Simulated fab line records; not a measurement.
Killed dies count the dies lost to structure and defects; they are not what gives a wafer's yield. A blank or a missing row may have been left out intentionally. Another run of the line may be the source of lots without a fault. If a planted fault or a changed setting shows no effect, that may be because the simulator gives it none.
Comparing a struck lot with a sound one    flow n5-finfet    41 steps out of a route of 1938
Sound: wafers L523.2, L523.3, L523.5. Struck: wafer L520.3; the same lot's L520.2 was not struck, so it is left out; see the end for the cause.
For every step that has rows: the tool of each side, followed by ch and its chambers, followed by its first start. Under that, the readings that differ: sound wafers    struck wafers    difference of the means    sigmas: that difference in standard deviations of wafers without a fault.
alike: words and numbers the same on both sides, and readings whose means are apart by under 2 such deviations; not compared: readings that were withheld, readings missing a value for some wafer, numbers with overlapping values and no deviation given by the record, and bounds like >300 which may hide the same value.
A row with sigmas, a row that says differs or no value, or rows on one side alone: a step with any of these is where the two part. Numbers that don't overlap but have no deviation are shown without sigmas and don't part them. A reading missing from all wafers of one side parts the sides only when that side holds two or more wafers.

first, 9 steps without rows for these wafers: N5_BEOL_M0_SAQP_COAT_82 (time 60 s, resist thk 30 nm); N5_BEOL_M0_SAQP_COAT_08 (resist thk 90 nm); N5_BEOL_M0_SAQP_EBR_10; N5_BEOL_M0_SAQP_SOFTBAKE_09 (time 60 s); N5_BEOL_M0_SAQP_EXPOSE_11 (exposes mask M0 CORE, target cd 42 nm); N5_BEOL_M0_SAQP_PEB_12 (peb time 60 s); N5_BEOL_M0_SAQP_DEVELOP_13 (develop time 30 s); N5_BEOL_M0_SAQP_DESCUM_19 (chemistry O2, time 7.9 s); N5_BEOL_M0_SAQP_ETCH_83 (etches SiARC in CF4, target depth 39 nm, time 65 s).
N5_BEOL_M0_SAQP_ETCH_84: etches SOC in N2/H2, target depth 100 nm, overetch 20 nm, time 150 s.
  sound on rie-diel-06 ch 0,1, day 11 10:47; struck on rie-diel-05 ch 1, day 10 10:49
reading                                          sound              struck  difference  sigmas
drypump-motor-current-A (A)                      6.0 5.8 5.9        5.2     -0.7        -2
model.etch.depth-nm (nm)                         100.3 100.2 99.95  83.34   -16.81      
model.SiARC_of_BEOL_M0_SAQP_COAT_82.thk-nm (nm)  24.2 24.6 24.2     26      +2          
  alike: oes-product-au, rf-vpp-V, showerhead-plenum-p-Torr, throttle-valve-pct
  not compared: rf-hours-counter-h
then, 1 step without rows for these wafers: N5_BEOL_M0_SAQP_STRIP_80 (strips in N2/H2).
N5_BEOL_M0_SAQP_HM_OPEN_112: chemistry CHF3/O2, target SiO2, stops on a-Si, target depth 12 nm, time 13.5 s.
  sound on rie-diel-06 ch 0,1, day 11 10:53; struck on rie-diel-05 ch 1, day 10 10:56
reading                                          sound        struck  difference  sigmas
drypump-motor-current-A (A)                      5.9 5.8 5.9  5.2     -0.7        -2
rf-vpp-V (V)                                     526 521 525  515     -9          -2
model.SiARC_of_BEOL_M0_SAQP_COAT_82.thk-nm (nm)  4.4 5.2 4.4  6.8     +2.1        
  alike: oes_o_777_au, oes-product-au, showerhead-plenum-p-Torr, throttle-valve-pct
  not compared: rf-hours-counter-h
then, 1 step without rows for these wafers: N5_BEOL_M0_SAQP_STRIP_113 (strips in CHF3/O2).
N5_BEOL_M0_SAQP_MANDREL_ETCH_20: etches a-Si in HBr/Cl2, stops on SiNx, target depth 60 nm, bt time 10 s, time 30 s.
  sound on rie-si-05 ch 0,1,2, day 11 10:58; struck on rie-si-02 ch 3, day 10 11:01
reading                 sound              struck  difference  sigmas
oes-product-au (a.u.)   0.770 0.770 0.784  0.375   -0.400      -36
throttle-valve-pct (%)  35.02 34.97 35.32  35.91   +0.81       +3
  alike: HBr_flow_sccm, drypump-motor-current-A
  not compared: rf-hours-counter-h
then, 5 steps without rows for these wafers: N5_BEOL_M0_SAQP_STRIP_86 (strips in N2/H2); N5_BEOL_M0_SAQP_STRIP_115 (strips in post etch residue remover, time 60 s); N5_BEOL_M0_SAQP_SRD_93 (time 30 s); N5_BEOL_M0_SAQP_RECESS_114 (chemistry HF/NH3, target SiO2, target depth 14.4 nm, afs cycles 3, sublimation time 60 s); N5_BEOL_M0_SAQP_SPACER1_ALD_98 (deposits SiO2, target thk 12.8 nm, pulse time 1 s, purge time 2 s).
N5_BEOL_M0_SAQP_SPACER1_ETCHBACK_99: etches SiO2 in CHF3/O2, target depth 15.4 nm, time 7.7 s.
  sound on rie-diel-06 ch 1,2, day 11 12:04; struck on rie-diel-06 ch 2, day 10 14:04
reading                sound           struck  difference  sigmas
oes-product-au (a.u.)  0.75 0.71 0.75  0.28    -0.46       -6
  alike: drypump-motor-current-A, oes_o_777_au, rf-vpp-V, showerhead-plenum-p-Torr, throttle-valve-pct
  not compared: rf-hours-counter-h
N5_BEOL_M0_SAQP_MANDREL1_REMOVE_100: chemistry HBr/Cl2/O2, target a-Si, stops on SiNx, bt time 10 s.
  sound on rie-si-05 ch 0,1,2, day 11 12:08; struck on rie-si-04 ch 2, day 10 14:10
reading                        sound              struck  difference  sigmas
oes-product-au (a.u.)          1.003 0.996 1.004  0.459   -0.542      -45
model.BEOL_M0_SAQP.cd-nm (nm)  12.8 12.6 12.6     42.6    +29.9       
  alike: HBr_flow_sccm, drypump-motor-current-A, oes_o_777_au, throttle-valve-pct
  not compared: rf-hours-counter-h
N5_BEOL_M0_SAQP_CD_MEAS_25 targets a cd of 13.1 nm.
  sound on cd-sem-02 ch 0, day 11 12:16; struck on cd-sem-02 ch 0, day 10 14:16
  not compared: cd-nm
then, 12 steps without rows for these wafers: N5_BEOL_M0_SAQP_ETCH_101 (etches SiNx in CH3F/O2, target depth 29.9 nm, time 42.7 s); N5_BEOL_M0_SAQP_ETCH_102 (etches SiO2 in CF4, target depth 4 nm, time 4.4 s); N5_BEOL_M0_SAQP_MANDREL_ETCH_103 (etches a-Si in HBr/Cl2, stops on SiCN, target depth 45 nm, bt time 10 s, time 27 s); N5_BEOL_M0_SAQP_RECESS_104 (chemistry HF/NH3, target SiO2, target depth 18 nm, afs cycles 3, sublimation time 60 s); N5_BEOL_M0_SAQP_COAT_105 (time 60 s, resist thk 100 nm); N5_BEOL_M0_SAQP_ETCH_106 (etches SOC in N2/H2, stops on SiNx, target depth 150 nm); N5_BEOL_M0_SAQP_ETCH_107 (etches SiNx in CH3F/O2, target depth 30 nm); N5_BEOL_M0_SAQP_STRIP_108 (strips in N2/H2); N5_BEOL_M0_SAQP_RECESS_109 (chemistry HF/NH3, target SiO2, target depth 3 nm, afs cycles 1, sublimation time 60 s); N5_BEOL_M0_SAQP_SPACER2_ALD_26 (deposits SiO2, target thk 15 nm, pulse time 1 s, purge time 2 s); N5_BEOL_M0_SAQP_SPACER2_ETCHBACK_27 (etches SiO2 in CHF3/O2, target depth 22.5 nm, time 11.25 s); N5_BEOL_M0_SAQP_MANDREL2_REMOVE_110 (chemistry HBr/Cl2/O2, target a-Si, stops on SiCN, bt time 10 s).
N5_BEOL_M0_SAQP_CD_MEAS_29 targets a cd of 14.4 nm.
  sound on cd-sem-03 ch 0, day 11 14:02; struck on cd-sem-02 ch 0, day 10 16:35
  not compared: cd-nm
then, 4 steps without rows for these wafers: N5_BEOL_M0_SAQP_COAT_69 (time 60 s, resist thk 90 nm); N5_BEOL_M0_SAQP_COAT_72 (time 60 s, resist thk 15 nm); N5_BEOL_M0_SAQP_COAT_87 (time 60 s, resist thk 5 nm); N5_BEOL_M0_SAQP_COAT_34 (resist thk 30 nm).
N5_BEOL_M4_RC_MEAS_101:
  the record has rows for the sound wafers here (prober-01 ch 0, day 14 08:38) and none for the struck ones
-- a jump in the record: the struck wafers' starts before and after are 8 days apart (it breaks off in module BEOL_M4 and resumes in module PASSIVATION, where the first step shown is number 1936 of the route) --
N5_PASSIVATION_PROBE_49:
  sound: prober-02 at day 19 05:35; struck: prober-01 at day 18 07:02
reading                   sound           struck  difference  sigmas
defect-limited-yield (%)  91.2 90.0 91.4  0       -91         -61
killed_at_M0_to_M3        21 26 30        1114    +1088       +99 or more
killed-dies               104 118 101     1180    +1072       +63
killed-on-rim             10 17 7         152     +141        +32
sort_bin_5_function (%)   5.4 6.2 4.9     96.4    +90.9       +97
sort-n-pass               1076 1062 1079  0       -1072       -63
sort-yield-pct (%)        91.2 90.0 91.4  0       -91         -61
  alike: killed_at_M4_up, killed-at-contacts, killed-at-front-end, killed-at-other, killed-open, killed-short, sort_bin_6_memory

## WHERE THEY PART
First at N5_BEOL_M0_SAQP_ETCH_84; last, within this record, at N5_PASSIVATION_PROBE_49.

WHY: the cause the simulator had injected
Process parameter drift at N5_BEOL_M0_SAQP_ETCH_84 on rie-diel-05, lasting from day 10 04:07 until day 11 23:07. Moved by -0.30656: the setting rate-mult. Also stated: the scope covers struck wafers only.
